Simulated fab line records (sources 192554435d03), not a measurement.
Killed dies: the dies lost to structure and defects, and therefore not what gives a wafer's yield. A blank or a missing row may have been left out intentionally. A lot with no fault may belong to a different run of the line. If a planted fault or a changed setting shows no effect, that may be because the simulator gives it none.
fab line records	flow n5Finfet
record: lots: 11	wafers: 30	lastDay: 19
route steps=1938 shown BEOL_M14@1729 PASSIVATION@1936
lots untouched by any fault: they come from a run of this same line in which no faults occurred
startH: hours from the record's first day to the start of the lot's first wafer shown	waitH: hours since the lot's step before	" unchanged from the row above	L1.1+2: several wafers, shown together as one row	- no value present, or no start provided	* or withheld: withheld	< > ~ a bound
route shown NAME@n: names a module that has steps shown in the file, with the first one's number in the route	usual: the fault-free wafers' mean and standard deviation	same: alike in all rows	chamber/n: place in a boat	sites: per-site readings	_std_site: the standard deviation of these	_edge_site: mean of outer sites minus mean of inner sites	radiusMm: how far each site lies from the wafer's centre	mask NAME#n: copy n	behind: tool/chamber where the wafer was last shaped	hold: cause of the lot's hold/its duration in hours/its outcome	device: the n, p or np transistor that did not switch	end of line: the tests these same wafers got at the end of their route	for a step that has no rows: nothing shown but its recipe	killed: not the wafer's yield, but the dies lost to structure and defects at the first sort	map: per-die view of a wafer (x killed, . not killed, _ where there is no die)
set.NAME: the run value of the setting; set.NAME@STEP: its run value at that earlier step	model.NAME: the simulator's own value behind a step, which no gauge read
steps of the route over a sample of lots; a table a step, a row a wafer
services: from which hour (startH, from the record's first day; less than 0 if before it) a tool's chamber was out of use, for how many hours, and why
== steps ==
step: N5_BEOL_M14_DESCUM_15
recipe: chemistry: O2	timeS: 7.9	sourcePowerW: 50	biasPowerW: 20	pressureMtorr: 20	rfFrequencyHz: 2.712e+07	tempC: 40	o2FlowSccm: 225
usual: drypumpMotorCurrentA: 5.6/0.49	oesProductAu: 0.80/0.081	rfVppV: 243.2/1.6	showerheadPlenumPTorr: 2.10/0.082	throttleValvePct: 20.42/0.26
lot.wafer	tool	chamber	startH	waitH	drypumpMotorCurrentA	oesProductAu	rfHoursCounterH	rfVppV	showerheadPlenumPTorr	throttleValvePct
L406.2	rieDiel-06	0	260.36	0.1	5.8	0.87	60	244.4	2.20	20.36
L406.5	"	1	"	"	5.8	0.75	-	240.5	2.00	20.52
L406.6	"	2	"	"	5.0	0.97	-	242.0	2.07	19.89
L404.2	rieDiel-04	0	262.15	0.2	4.7	0.80	108	244.3	2.10	20.19
L404.3	"	2	"	"	5.8	0.77	112	243.5	2.11	20.59
L404.6	"	1	"	"	5.9	0.70	-	243.5	2.15	20.19
L405.1	rieDiel-06	3	262.39	0.0	6.0	0.76	153	244.1	2.20	20.77
L405.2	"	1	"	"	5.8	0.74	170	240.2	2.00	20.53
L405.5	"	1	"	"	5.8	0.74	-	242.1	2.00	20.52
L407.1	rieDiel-05	2	275.93	0.0	5.2	0.89	45	245.5	2.21	20.00
L407.5	"	0	"	"	6.5	0.71	-	240.3	1.98	20.41
L407.6	"	3	"	"	5.6	0.94	-	244.0	2.14	20.39
L408.1	rieDiel-05	0	293.35	0.0	6.5	0.72	210	241.9	1.98	20.44
L408.3	"	3	"	"	5.6	0.93	10	243.9	2.14	20.38
L408.6	"	1	"	"	5.1	0.89	-	244.7	2.15	20.65
L418.1	rieDiel-05	3	345.95	0.2	5.5	0.88	29	244.7	2.14	20.43
L418.4	"	2	"	"	5.2	0.86	63	245.2	2.20	20.02
L418.6	"	0	"	"	6.4	0.71	-	240.4	1.97	20.45
L416.3	rieDiel-06	3	346.57	0.0	6.0	0.74	181	244.0	2.19	20.79
L416.4	"	2	"	"	5.0	0.90	41	243.8	2.06	19.94
L416.6	"	3	"	"	6.0	0.74	-	243.2	2.19	20.80
L421.2	rieDiel-04	3	382.97	0.0	5.8	0.70	230	241.7	1.97	20.69
L421.4	"	0	"	"	4.8	0.75	151	242.3	2.08	20.25
L423.1	rieDiel-05	0	391.74	0.0	6.5	0.68	245	240.7	1.97	20.48
L423.5	"	0	"	"	6.4	0.69	-	239.6	1.97	20.47
L425.2	rieDiel-05	3	415.57	0.0	5.5	0.85	49	244.5	2.13	20.44
L425.3	"	1	"	"	5.1	0.83	82	241.8	2.13	20.69
L425.4	"	1	"	"	5.1	0.83	-	244.6	2.13	20.70
L426.1	rieDiel-04	0	421.07	0.0	4.8	0.75	168	242.1	2.07	20.29
L426.3	"	2	"	"	5.8	0.73	171	243.5	2.09	20.69
step: N5_BEOL_M14_CD_MEAS_28
recipe: targetCdNm: 284.4	landingEnergyEv: 500	detector: seInlens
usual: cdNm: 284.5/1.9
lot.wafer	tool	chamber	startH	waitH	cdNm
L406.2	cdSem-03	0	261.25	-	283.0
L406.5	"	0	"	"	283.3
L406.6	"	0	"	"	286.5
L404.2	cdSem-01	0	262.92	-	281.8
L404.3	"	0	"	"	283.6
L404.6	"	0	"	"	284.9
L405.1	cdSem-03	0	264.25	-	285.5
L405.2	"	0	"	"	285.1
L405.5	"	0	"	"	283.2
L407.1	cdSem-02	0	276.82	-	283.7
L407.5	"	0	"	"	285.4
L407.6	"	0	"	"	285.2
L408.1	cdSem-02	0	294.24	-	286.7
L408.3	"	0	"	"	287.1
L408.6	"	0	"	"	285.8
L418.1	cdSem-02	0	346.84	-	284.0
L418.4	"	0	"	"	285.5
L418.6	"	0	"	"	285.7
L416.3	cdSem-03	0	347.46	-	286.8
L416.4	"	0	"	"	284.9
L416.6	"	0	"	"	283.3
L421.2	cdSem-02	0	383.85	-	286.0
L421.4	"	0	"	"	285.0
L423.1	cdSem-03	0	392.63	-	283.2
L423.5	"	0	"	"	283.9
L425.2	cdSem-02	0	416.46	-	282.2
L425.3	"	0	"	"	285.2
L425.4	"	0	"	"	283.8
L426.1	cdSem-02	0	421.95	-	284.6
L426.3	"	0	"	"	283.1
step: N5_BEOL_M14_ETCH_68
recipe: chemistry: N2/H2	target: SOC	maskMaterial: SiARC	sourceW: 3000	biasW: 350	tempC: 40	timeS: 450	ionEnergyEv: 200	pressureMtorr: 30	n2FlowSccm: 200	h2FlowSccm: 200
usual: biasW: 350.0/1.1	drypumpMotorCurrentA: 5.6/0.46	oesProductAu: 0.80/0.081	rfVppV: 524.1/2.8	showerheadPlenumPTorr: 2.55/0.097	throttleValvePct: 17.68/0.28
lot.wafer	tool	chamber	startH	waitH	biasW	drypumpMotorCurrentA	oesProductAu	rfHoursCounterH	rfVppV	showerheadPlenumPTorr	throttleValvePct
L406.2	rieDiel-06	3	261.52	0.1	350.3	6.0	0.75	153	527.7	2.66	17.88
L406.5	"	0	"	"	348.6	5.8	0.87	-	528.2	2.70	17.92
L406.6	"	1	"	"	351.4	5.8	0.74	-	521.0	2.44	17.84
L404.2	rieDiel-06	2	263.24	0.1	351.9	5.0	0.96	12	522.7	2.49	17.16
L404.3	"	1	"	"	349.8	5.8	0.74	171	521.7	2.44	17.84
L404.6	"	0	"	"	350.8	5.8	0.87	-	527.2	2.70	17.91
L405.1	rieDiel-05	3	265.14	0.1	349.2	5.5	0.97	2	527.3	2.59	17.49
L405.2	"	1	"	"	349.9	5.1	0.90	31	524.5	2.58	17.65
L405.5	"	3	"	"	350.2	5.6	0.97	-	526.7	2.59	17.50
L407.1	rieDiel-05	0	277.09	0.1	350.9	6.4	0.71	206	520.0	2.42	17.78
L407.5	"	0	"	"	351.6	6.5	0.72	-	520.0	2.42	17.77
L407.6	"	2	"	"	348.2	5.2	0.88	-	527.4	2.68	17.17
L408.1	rieDiel-04	0	294.51	0.1	348.9	4.8	0.78	119	523.9	2.54	17.63
L408.3	"	2	"	"	350.8	5.8	0.76	123	525.3	2.57	18.05
L408.6	"	2	"	"	349.3	5.8	0.76	-	524.2	2.57	18.05
L418.1	rieDiel-06	2	347.11	0.1	351.0	4.9	0.89	41	524.2	2.48	17.21
L418.4	"	1	"	"	350.0	5.8	0.72	199	519.5	2.42	17.90
L418.6	"	3	"	"	351.2	6.0	0.73	-	527.6	2.65	17.93
L416.3	rieDiel-06	0	347.76	0.1	351.1	5.8	0.83	88	526.8	2.69	17.97
L416.4	"	3	"	"	350.3	6.0	0.74	182	525.8	2.65	17.94
L416.6	"	1	"	"	351.1	5.8	0.72	-	518.9	2.42	17.90
L421.2	rieDiel-04	2	384.12	0.1	349.6	5.8	0.73	155	523.9	2.56	18.12
L421.4	"	0	"	"	349.7	4.7	0.75	152	525.3	2.53	17.69
L423.1	rieDiel-05	1	393.06	0.1	348.8	5.1	0.84	74	525.2	2.56	17.75
L423.5	"	0	"	"	349.4	6.5	0.69	-	520.3	2.40	17.85
L425.2	rieDiel-05	2	416.88	0.1	350.6	5.2	0.82	90	528.3	2.66	17.25
L425.3	"	1	"	"	348.9	5.2	0.82	84	523.6	2.56	17.78
L425.4	"	2	"	"	351.3	5.2	0.82	-	525.6	2.66	17.28
L426.1	rieDiel-05	1	422.22	0.1	349.4	5.2	0.83	86	524.1	2.56	17.78
L426.3	"	3	"	"	349.8	5.6	0.85	53	523.7	2.56	17.60
step: N5_BEOL_M14_TRENCH_ETCH_34
recipe: chemistry: C4F8/O2/Ar	target: SiO2	targetDepthA: 5566.5	maskMaterial: SOC	heInnerTorr: 15	heOuterTorr: 30	timeS: 126.9	ionEnergyEv: 800	pressureMtorr: 20	sourceW: 1905	biasW: 2040	Ar_flow_sccm: 400	C4F8_flow_sccm: 16	O2_flow_sccm: 12
usual: biasW: 2040/5.4	drypumpMotorCurrentA: 5.6/0.46	oes_f_703_au: 0.80/0.081	oesProductAu: 0.80/0.082	rfVppV: 2240/45	showerheadPlenumPTorr: 3.45/0.12	throttleValvePct: 30.8/0.35
lot.wafer	tool	chamber	startH	waitH	biasW	drypumpMotorCurrentA	oes_f_703_au	oesProductAu	rfHoursCounterH	rfVppV	showerheadPlenumPTorr	throttleValvePct
L406.2	rieDiel-06	3	261.79	0.0	2044	6.0	0.78	0.75	153	2201	3.57	31.1
L406.5	"	0	"	"	2045	5.8	0.86	0.88	-	2163	3.63	31.0
L406.6	"	1	"	"	2045	5.8	0.73	0.74	-	2288	3.31	31.0
L404.2	rieDiel-06	2	263.52	0.0	2040	5.0	0.97	0.97	12	2258	3.36	30.1
L404.3	"	1	"	"	2042	5.8	0.72	0.73	171	2287	3.31	31.0
L404.6	"	0	"	"	2041	5.8	0.86	0.88	-	2161	3.63	31.0
L405.1	rieDiel-05	3	265.41	0.0	2028	5.5	0.97	0.98	2	2233	3.48	30.6
L405.2	"	1	"	"	2039	5.2	0.88	0.90	31	2293	3.53	31.3
L405.5	"	3	"	"	2030	5.5	0.97	0.97	-	2234	3.48	30.6
L407.1	rieDiel-05	0	277.37	0.0	2046	6.4	0.70	0.71	206	2193	3.29	30.9
L407.5	"	0	"	"	2037	6.5	0.71	0.71	-	2194	3.29	30.9
L407.6	"	2	"	"	2049	5.2	0.90	0.88	-	2213	3.61	30.3
L408.1	rieDiel-04	0	294.78	0.0	2042	4.7	0.76	0.77	120	2307	3.46	30.8
L408.3	"	2	"	"	2051	5.8	0.78	0.78	123	2263	3.46	31.2
L408.6	"	2	"	"	2050	5.8	0.78	0.78	-	2265	3.46	31.2
L418.1	rieDiel-06	2	347.39	0.0	2209	5.0	0.91	0.92	42	2388	3.34	30.2
L418.4	"	1	"	"	2219	5.8	0.72	0.73	199	2416	3.29	31.1
L418.6	"	3	"	"	2216	6.0	0.76	0.75	-	2327	3.55	31.1
L416.3	rieDiel-06	0	348.03	0.0	2213	5.8	0.85	0.85	88	2288	3.62	31.1
L416.4	"	3	"	"	2218	6.0	0.75	0.75	182	2327	3.55	31.1
L416.6	"	1	"	"	2216	5.8	0.71	0.72	-	2417	3.29	31.1
L421.2	rieDiel-04	2	384.40	0.0	2037	5.8	0.75	0.76	155	2262	3.45	31.2
L421.4	"	0	"	"	2046	4.8	0.73	0.74	152	2306	3.44	30.8
L423.1	rieDiel-05	1	393.34	0.0	2041	5.1	0.82	0.84	75	2290	3.50	31.3
L423.5	"	0	"	"	2038	6.5	0.68	0.67	-	2190	3.27	30.9
L425.2	rieDiel-05	2	417.16	0.0	2037	5.2	0.84	0.84	90	2210	3.58	30.4
L425.3	"	1	"	"	2031	5.1	0.81	0.83	84	2289	3.50	31.3
L425.4	"	2	"	"	2037	5.2	0.84	0.84	-	2211	3.58	30.4
L426.1	rieDiel-05	1	422.50	0.0	2047	5.2	0.81	0.82	87	2291	3.50	31.3
L426.3	"	3	"	"	2049	5.5	0.86	0.84	54	2231	3.46	30.7
step: N5_PASSIVATION_PROBE_49
usual: defectLimitedYield: 91.0/1.6	killed_at_M0_to_M3: 35/11	killed_at_M4_up: 14/5.3	killedAtContacts: 13/6.7	killedAtFrontEnd: 41/12	killedAtOther: 3.9/2.7	killedDies: 106/19	killedOnRim: 14/4	killedOpen: 70/14	killedShort: 35/8.8	sort_bin_4_leakage: 0.01/0.058	sort_bin_5_function: 5.3/1	sort_bin_6_memory: 3.3/0.81	sortNPass: 1073/19	sortYieldPct: 91.0/1.6
same: grossDies: 1180	killedAtBackSide: 0	sort_bin_8_speed[%]: 0
lot.wafer	tool	chamber	startH	waitH	defectLimitedYield[%]	killed_at_M0_to_M3	killed_at_M4_up	killedAtContacts	killedAtFrontEnd	killedAtOther	killedDies	killedOnRim	killedOpen	killedShort	sort_bin_4_leakage[%]	sort_bin_5_function[%]	sort_bin_6_memory[%]	sortNPass	sortYieldPct[%]
L404.2	prober-02	-	294.85	0.1	91.1	32	24	14	30	5	105	12	78	21	0	5.3	3.1	1075	91.1
L404.3	prober-02	-	294.90	0.1	90.6	29	22	12	45	3	111	15	78	28	0	4.8	4.2	1069	90.6
L404.6	prober-02	-	295.05	0.3	92.8	28	13	16	26	2	85	11	59	21	0	4.2	2.7	1095	92.8
L405.1	prober-02	-	303.23	0.0	91.2	33	10	20	36	5	104	13	71	31	0	4.9	3.6	1076	91.2
L405.2	prober-02	-	303.28	0.1	90.8	18	19	14	53	5	109	13	64	36	0	4.5	3.7	1071	90.8
L405.5	prober-02	-	303.43	0.2	90.6	16	12	15	63	5	111	12	73	36	0	5.7	3.5	1069	90.6
L407.1	prober-01	-	308.06	1.0	89.9	46	13	11	44	5	119	18	88	30	0	6.0	3.9	1061	89.9
L407.5	prober-01	-	308.26	1.2	90.1	33	13	25	37	9	117	16	75	39	0	6.7	3.0	1063	90.1
L407.6	prober-01	-	308.31	1.2	87.1	57	16	27	48	4	152	18	109	42	0.08	7.8	4.7	1027	87.0
L406.2	prober-02	-	318.55	0.1	91.1	25	9	17	46	8	105	11	74	29	0	5.9	2.6	1075	91.1
L406.5	prober-02	-	318.70	0.2	91.4	46	6	18	28	3	101	20	65	34	0	4.8	3.2	1079	91.4
L406.6	prober-02	-	318.75	0.3	90.3	44	7	13	45	5	114	14	72	38	0	6.9	2.5	1066	90.3
L408.1	prober-01	-	319.03	0.0	93.7	23	16	8	20	7	74	15	47	24	0	3.5	2.7	1106	93.7
L408.3	prober-01	-	319.13	0.1	91.4	38	13	10	37	3	101	14	60	40	0	5.6	2.8	1079	91.4
L408.6	prober-01	-	319.28	0.3	92.5	35	13	10	30	1	89	14	55	32	0	4.9	2.4	1091	92.5
L418.1	prober-02	-	370.64	0.0	92.5	31	8	4	40	5	88	14	48	36	0	4.2	2.7	1092	92.5
L418.4	prober-02	-	370.79	0.2	90.2	38	15	20	38	5	116	11	82	33	0	5.9	3.5	1064	90.2
L418.6	prober-02	-	370.89	0.3	89.9	37	11	8	53	10	119	14	78	39	0	5.8	3.6	1061	89.9
L416.3	prober-01	-	373.62	0.1	92.9	28	10	2	35	9	84	9	48	36	0.68	4.1	2.7	1088	92.2
L416.4	prober-01	-	373.67	0.2	92.4	23	14	5	45	3	90	19	59	31	0	4.6	2.9	1090	92.4
L416.6	prober-01	-	373.77	0.3	90.2	34	18	10	47	7	116	14	77	39	0	4.4	5.3	1064	90.2
L421.2	prober-02	-	409.00	0.1	87.6	59	10	15	62	0	146	16	96	49	0	6.7	5.3	1034	87.6
L421.4	prober-02	-	409.10	0.2	89.2	37	11	8	70	2	128	16	75	52	0	5.8	3.7	1052	89.2
L423.1	prober-01	-	422.78	0.0	91.0	53	4	3	43	3	106	14	77	28	0	5.2	3.1	1074	91.0
L423.5	prober-01	-	422.98	0.2	90.7	40	11	5	52	2	110	17	77	33	0	5.3	3.6	1070	90.7
L425.2	prober-01	-	442.37	0.1	91.8	33	18	8	34	4	97	7	63	33	0	4.8	3.3	1083	91.8
L425.3	prober-01	-	442.42	0.1	91.8	37	23	8	23	6	97	13	71	25	0	5.0	3.1	1083	91.8
L425.4	prober-01	-	442.47	0.2	88.8	42	18	19	48	5	132	21	89	40	0	6.5	4.1	1048	88.8
L426.1	prober-01	-	450.01	0.0	89.0	30	14	28	51	7	130	24	88	42	0	7.3	3.3	1050	89.0
L426.3	prober-01	-	450.11	0.1	90.6	40	6	15	46	4	111	16	67	36	0	5.2	3.4	1069	90.6
killed by level:class
L404.2 BEOL_M2:geometricParticle:open=15 MOL_CONTACT_COAG:geometricParticle:open=12 BEOL_M4:geometricParticle:open=9 FIN_SAQP:geometricParticle:open=7 BEOL_M0_SAQP:geometricParticle:open=7 STARTING-WAFER:geometricParticle:open=7 BEOL_M0_SAQP:geometricParticle:short=4 BEOL_M5:geometricParticle:open=4
L404.3 MOL_CONTACT_COAG:geometricParticle:open=12 FIN_SAQP:geometricParticle:open=11 STI_FIN_REVEAL:geometricParticle:open=10 BEOL_M4:geometricParticle:open=10 BEOL_M2:geometricParticle:open=9 BEOL_M0_SAQP:geometricParticle:short=7 BEOL_M0_SAQP:geometricParticle:open=6 FIN_SAQP:geometricParticle:short=5
L404.6 MOL_CONTACT_COAG:geometricParticle:open=11 BEOL_M0_SAQP:geometricParticle:open=10 FIN_SAQP:geometricParticle:open=6 BEOL_M1:geometricParticle:open=6 FIN_SAQP:geometricParticle:short=5 STI_FIN_REVEAL:geometricParticle:open=5 MOL_CONTACT_COAG:geometricParticle:short=5 BEOL_M5:geometricParticle:open=3
L405.1 MOL_CONTACT_COAG:geometricParticle:open=17 FIN_SAQP:geometricParticle:open=9 BEOL_M0_SAQP:geometricParticle:short=9 GATE_CUT:geometricParticle:short=7 BEOL_M1:geometricParticle:open=7 BEOL_M0_SAQP:geometricParticle:open=6 BEOL_M2:geometricParticle:open=6 FIN_SAQP:geometricParticle:short=4
L405.2 MOL_CONTACT_COAG:geometricParticle:open=12 BEOL_M4:geometricParticle:open=11 FIN_SAQP:geometricParticle:open=10 FIN_SAQP:geometricParticle:short=8 DUMMY_GATE:geometricParticle:open=7 HKMG_FIN:areaEtch=7 BEOL_M0_SAQP:geometricParticle:open=6 STI_FIN_REVEAL:geometricParticle:short=4
L405.5 STI_FIN_REVEAL:geometricParticle:open=19 MOL_CONTACT_COAG:geometricParticle:open=11 FIN_SAQP:geometricParticle:open=9 FIN_SAQP:geometricParticle:short=8 BEOL_M2:geometricParticle:open=5 BEOL_M0_SAQP:geometricParticle:open=5 STI_FIN_REVEAL:geometricParticle:short=4 MOL_CONTACT_COAG:geometricParticle:short=4
L407.1 BEOL_M0_SAQP:geometricParticle:open=17 FIN_SAQP:geometricParticle:short=11 MOL_CONTACT_COAG:geometricParticle:open=11 FIN_SAQP:geometricParticle:open=10 BEOL_M1:geometricParticle:open=8 BEOL_M3:geometricParticle:open=8 BEOL_M0_SAQP:geometricParticle:short=7 BEOL_M4:geometricParticle:open=5
L407.5 MOL_CONTACT_COAG:geometricParticle:open=20 BEOL_M0_SAQP:geometricParticle:short=10 FIN_SAQP:geometricParticle:short=9 BEOL_M1:geometricParticle:open=8 DUMMY_GATE:geometricParticle:open=7 BEOL_M0_SAQP:geometricParticle:open=6 FIN_SAQP:geometricParticle:open=5 BEOL_M3:geometricParticle:open=5
L407.6 MOL_CONTACT_COAG:geometricParticle:open=24 BEOL_M0_SAQP:geometricParticle:short=17 BEOL_M0_SAQP:geometricParticle:open=14 FIN_SAQP:geometricParticle:open=13 BEOL_M3:geometricParticle:open=13 FIN_SAQP:geometricParticle:short=10 BEOL_M5:geometricParticle:open=9 DUMMY_GATE:geometricParticle:open=6
L406.2 MOL_CONTACT_COAG:geometricParticle:open=13 STI_FIN_REVEAL:geometricParticle:open=12 GATE_CUT:geometricParticle:short=8 FIN_SAQP:geometricParticle:open=7 BEOL_M0_SAQP:geometricParticle:open=7 BEOL_M3:geometricParticle:open=6 STI_FIN_REVEAL:geometricParticle:short=5 GATE_CUT:geometricParticle:open=5
L406.5 BEOL_M2:geometricParticle:open=13 MOL_CONTACT_COAG:geometricParticle:open=10 MOL_CONTACT_COAG:geometricParticle:short=8 BEOL_M1:geometricParticle:open=8 STI_FIN_REVEAL:geometricParticle:open=7 BEOL_M0_SAQP:geometricParticle:open=7 FIN_SAQP:geometricParticle:short=5 BEOL_M0_SAQP:geometricParticle:short=5
L406.6 MOL_CONTACT_COAG:geometricParticle:open=13 BEOL_M3:geometricParticle:open=12 GATE_CUT:geometricParticle:open=8 GATE_CUT:geometricParticle:short=8 BEOL_M0_SAQP:geometricParticle:short=7 BEOL_M0_SAQP:geometricParticle:open=6 BEOL_M1:geometricParticle:short=6 STI_FIN_REVEAL:geometricParticle:open=5
L408.1 BEOL_M4:geometricParticle:open=9 MOL_CONTACT_COAG:geometricParticle:open=8 BEOL_M0_SAQP:geometricParticle:open=8 BEOL_M0_SAQP:geometricParticle:short=7 FIN_SAQP:geometricParticle:short=5 FIN_SAQP:geometricParticle:open=4 STI_FIN_REVEAL:geometricParticle:open=3 BEOL_M6:geometricParticle:short=3
L408.3 BEOL_M0_SAQP:geometricParticle:open=11 FIN_SAQP:geometricParticle:open=9 BEOL_M0_SAQP:geometricParticle:short=9 MOL_CONTACT_COAG:geometricParticle:open=7 FIN_SAQP:geometricParticle:short=6 BEOL_M3:geometricParticle:open=6 STI_FIN_REVEAL:geometricParticle:open=5 BEOL_M4:geometricParticle:open=5
L408.6 BEOL_M0_SAQP:geometricParticle:short=10 BEOL_M3:geometricParticle:open=8 FIN_SAQP:geometricParticle:open=7 MOL_CONTACT_COAG:geometricParticle:open=7 BEOL_M0_SAQP:geometricParticle:open=7 BEOL_M4:geometricParticle:open=7 FIN_SAQP:geometricParticle:short=6 STI_FIN_REVEAL:geometricParticle:open=5
L418.1 BEOL_M0_SAQP:geometricParticle:short=8 STI_FIN_REVEAL:geometricParticle:open=7 FIN_SAQP:geometricParticle:short=6 STI_FIN_REVEAL:geometricParticle:short=6 BEOL_M0_SAQP:geometricParticle:open=6 BEOL_M2:geometricParticle:open=6 FIN_SAQP:geometricParticle:open=4 BEOL_M0:geometricParticle:open=4
L418.4 MOL_CONTACT_COAG:geometricParticle:open=15 STI_FIN_REVEAL:geometricParticle:open=10 BEOL_M2:geometricParticle:open=10 BEOL_M1:geometricParticle:open=9 FIN_SAQP:geometricParticle:short=8 FIN_SAQP:geometricParticle:open=7 BEOL_M4:geometricParticle:open=7 MOL_CONTACT_COAG:geometricParticle:short=5
L418.6 FIN_SAQP:geometricParticle:open=18 BEOL_M0_SAQP:geometricParticle:open=15 STI_FIN_REVEAL:geometricParticle:open=15 BEOL_M0_SAQP:geometricParticle:short=11 MOL_CONTACT_COAG:geometricParticle:open=7 FIN_SAQP:geometricParticle:short=6 BEOL_M4:geometricParticle:open=5 MIM_BOT:geometricParticle:short=5
L416.3 BEOL_M3:geometricParticle:open=7 BEOL_M2:geometricParticle:open=7 GATE_CUT:geometricParticle:short=6 STI_FIN_REVEAL:geometricParticle:open=5 BEOL_M4:geometricParticle:open=5 FIN_SAQP:geometricParticle:open=4 DUMMY_GATE:geometricParticle:open=4 BEOL_M0_SAQP:geometricParticle:short=4
L416.4 BEOL_M2:geometricParticle:open=9 FIN_SAQP:geometricParticle:open=8 BEOL_M4:geometricParticle:open=8 GATE_CUT:geometricParticle:short=7 FIN_SAQP:geometricParticle:short=5 STI_FIN_REVEAL:geometricParticle:open=5 BEOL_M1:geometricParticle:open=5 STARTING-WAFER:geometricParticle:short=5
L416.6 FIN_SAQP:geometricParticle:open=14 FIN_SAQP:geometricParticle:short=11 BEOL_M1:geometricParticle:open=10 BEOL_M4:geometricParticle:open=10 MOL_CONTACT_COAG:geometricParticle:open=8 BEOL_M2:geometricParticle:open=8 BEOL_M3:geometricParticle:open=5 STI_FIN_REVEAL:geometricParticle:open=4
L421.2 STI_FIN_REVEAL:geometricParticle:open=22 BEOL_M0_SAQP:geometricParticle:short=16 BEOL_M0_SAQP:geometricParticle:open=13 FIN_SAQP:geometricParticle:open=11 BEOL_M1:geometricParticle:open=10 FIN_SAQP:geometricParticle:short=9 MOL_CONTACT_COAG:geometricParticle:open=9 BEOL_M2:geometricParticle:open=8
L421.4 FIN_SAQP:geometricParticle:short=22 STI_FIN_REVEAL:geometricParticle:open=19 FIN_SAQP:geometricParticle:open=9 BEOL_M0_SAQP:geometricParticle:open=9 BEOL_M0_SAQP:geometricParticle:short=9 BEOL_M2:geometricParticle:open=6 MOL_CONTACT_COAG:geometricParticle:open=5 BEOL_M3:geometricParticle:open=5
L423.1 STI_FIN_REVEAL:geometricParticle:open=16 BEOL_M3:geometricParticle:open=12 BEOL_M0_SAQP:geometricParticle:open=11 BEOL_M1:geometricParticle:open=8 BEOL_M2:geometricParticle:open=8 FIN_SAQP:geometricParticle:open=6 BEOL_M0_SAQP:geometricParticle:short=6 GATE_CUT:geometricParticle:short=5
L423.5 STI_FIN_REVEAL:geometricParticle:open=16 BEOL_M0_SAQP:geometricParticle:open=11 BEOL_M0_SAQP:geometricParticle:short=10 BEOL_M2:geometricParticle:open=9 GATE_CUT:geometricParticle:short=7 DUMMY_GATE:geometricParticle:short=5 DUMMY_GATE:geometricParticle:open=5 BEOL_M3:geometricParticle:open=5
L425.2 BEOL_M1:geometricParticle:open=11 BEOL_M4:geometricParticle:open=11 FIN_SAQP:geometricParticle:short=7 BEOL_M3:geometricParticle:open=7 BEOL_M2:geometricParticle:open=6 DUMMY_GATE:geometricParticle:open=5 MOL_CONTACT_COAG:geometricParticle:short=5 FIN_SAQP:geometricParticle:open=4
L425.3 BEOL_M4:geometricParticle:open=18 BEOL_M3:geometricParticle:open=12 MOL_CONTACT_COAG:geometricParticle:open=8 BEOL_M0_SAQP:geometricParticle:short=7 BEOL_M1:geometricParticle:open=6 FIN_SAQP:geometricParticle:short=5 BEOL_M0_SAQP:geometricParticle:open=5 STI_FIN_REVEAL:geometricParticle:open=4
L425.4 STI_FIN_REVEAL:geometricParticle:open=13 MOL_CONTACT_COAG:geometricParticle:open=11 BEOL_M1:geometricParticle:open=10 BEOL_M3:geometricParticle:open=10 BEOL_M4:geometricParticle:open=10 FIN_SAQP:geometricParticle:open=9 MOL_CONTACT_COAG:geometricParticle:short=8 FIN_SAQP:geometricParticle:short=6
L426.1 MOL_CONTACT_COAG:geometricParticle:open=24 STI_FIN_REVEAL:geometricParticle:open=15 GATE_CUT:geometricParticle:short=8 BEOL_M3:geometricParticle:open=6 FIN_SAQP:geometricParticle:short=5 BEOL_M2:geometricParticle:open=5 BEOL_M0_SAQP:geometricParticle:open=5 BEOL_M1:geometricParticle:open=5
L426.3 BEOL_M0_SAQP:geometricParticle:short=13 STI_FIN_REVEAL:geometricParticle:open=12 MOL_CONTACT_COAG:geometricParticle:open=12 BEOL_M0_SAQP:geometricParticle:open=11 BEOL_M2:geometricParticle:open=7 HKMG_FIN:areaEtch=6 STI_FIN_REVEAL:geometricParticle:short=5 DUMMY_GATE:geometricParticle:open=5
== services ==
tool	chamber	startH	hours	kind
rieDiel-05	3	240.19	-	clean
rieDiel-05	3	240.19	-	consumableReplace:focusRing
rieDiel-05	3	240.19	20.8	scheduledDown
rieDiel-05	3	240.19	20.8	ventCycle
rieDiel-04	-	246.59	4.3	pm
rieDiel-04	3	270.27	1.4	repair
rieDiel-05	1	276.52	6.8	repair
rieDiel-05	2	314.84	9.9	repair
rieDiel-04	-	349.59	0.2	repair
rieDiel-04	1	363.68	6.5	repair
rieDiel-05	3	386.33	11.0	repair
rieDiel-06	3	389.38	10.4	repair
rieDiel-04	1	404.29	-	clean
rieDiel-04	1	404.29	-	consumableReplace:focusRing
rieDiel-04	1	404.29	22.2	scheduledDown
rieDiel-04	1	404.29	22.2	ventCycle
rieDiel-05	0	407.05	-	clean
rieDiel-05	0	407.05	-	consumableReplace:esc
rieDiel-05	0	407.05	-	consumableReplace:focusRing
rieDiel-05	0	407.05	27.8	scheduledDown
rieDiel-05	0	407.05	27.8	ventCycle
== key ==
firstSign: step: N5_BEOL_M14_TRENCH_ETCH_34	reading: biasW	direction: up	sigmas: 32	usual: *	struck: *
effect: step: N5_BEOL_M14_TRENCH_ETCH_34	reading: rfVppV	direction: up	sigmas: 2.7	usual: 2240	struck: 2360
metAt N5_BEOL_M14_TRENCH_ETCH_34
struckLots L416,L418
notActingAt N5_BEOL_M14_DESCUM_15,N5_BEOL_M14_CD_MEAS_28,N5_BEOL_M14_ETCH_68
onsetBetween 263.52 347.39
fault: kind: processParameterDrift	tool: rieDiel-06	chamber: -	onsetH: 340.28	steps: N5_BEOL_M14_TRENCH_ETCH_34	channel: biasW	offset: *	shape: step	endH: 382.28	actsIn: *	stated: *
